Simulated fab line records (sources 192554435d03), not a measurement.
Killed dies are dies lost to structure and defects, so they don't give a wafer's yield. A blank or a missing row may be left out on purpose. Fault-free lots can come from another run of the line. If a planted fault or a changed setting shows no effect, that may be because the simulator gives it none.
2 desks, one fault | flow n5_finfet | each desk has only its own numbers; what lay behind them comes last

FOR THE TOOL OWNER'S DESK: rie_metal-01
The tool's own readings at N5_BEOL_M9_HM_OPEN_17 (chemistry Cl2/BCl3, target TiN, target depth 20 nm, overetch 6 nm): means of the sampled wafers that have a number, for each lot that ran on this tool. A lot is out of limits, marked OUT, if its mean lies more than 4 standard deviations from the usual mean; the brackets give that distance.
Columns: A = bcl3_flow_sccm at N5_BEOL_M9_HM_OPEN_17, usual 21.73 sccm; B = drypump_motor_current_A at N5_BEOL_M9_HM_OPEN_17, usual 5.9 A; C = mfc_cl2_sccm at N5_BEOL_M9_HM_OPEN_17, usual 53.22 sccm; D = oes_product_au at N5_BEOL_M9_HM_OPEN_17, usual 0.69 a.u.; E = throttle_valve_pct at N5_BEOL_M9_HM_OPEN_17, usual 22.2 %
lot  | first seen here | A     | B   | C     | D    | E
L153 | day 11 02:03    | 21.74 | 5.7 | 53.17 | 0.63 | 22.6
L151 | day 11 02:34    | 21.73 | 5.7 | 53.36 | 0.63 | 22.6
L158 | day 12 14:46    | 21.79 | 5.7 | 53.16 | 0.63 | 22.6
L155 | day 12 15:43    | 21.78 | 5.7 | 53.14 | 0.62 | 22.5
L168 | day 16 17:33    | 21.78 | 5.7 | 53.11 | 0.60 | 22.6
This desk found nothing out of limits on any of the 5 lots.

METROLOGY DESK
Means of the sampled wafers that have a number, per lot and without regard to the tool the lot ran on: this is what the gauges read. A lot is out of limits, marked OUT, if its mean lies more than 4 standard deviations from the usual mean; the brackets give that distance.
Columns: A = cd_nm at N5_MIM_TOP_LITHO_CD_MEAS_08, usual 1999.3 nm
lot  | first seen here | A
L152 | day 12 17:59    | 1999.0
L150 | day 13 00:30    | 1999.4
L153 | day 13 07:37    | 1997.8
L151 | day 13 16:36    | 2000.7
L158 | day 14 18:05    | 2000.6
L155 | day 15 01:01    | 1997.0
L165 | day 15 18:52    | 1997.5
L166 | day 16 21:20    | 2001.4
L168 | day 18 14:55    | 2000.6
L172 | day 19 08:47    | 2001.6
L171 | day 19 08:55    | 1998.5
L170 | day 19 10:10    | 1998.5
This desk found nothing out of limits on any of the 12 lots.

BROUGHT TOGETHER
The tool owner's desk saw nothing out of limits.
At the metrology desk, nothing out of limits was observed.

WHAT THE SIMULATOR HAD PUT IN
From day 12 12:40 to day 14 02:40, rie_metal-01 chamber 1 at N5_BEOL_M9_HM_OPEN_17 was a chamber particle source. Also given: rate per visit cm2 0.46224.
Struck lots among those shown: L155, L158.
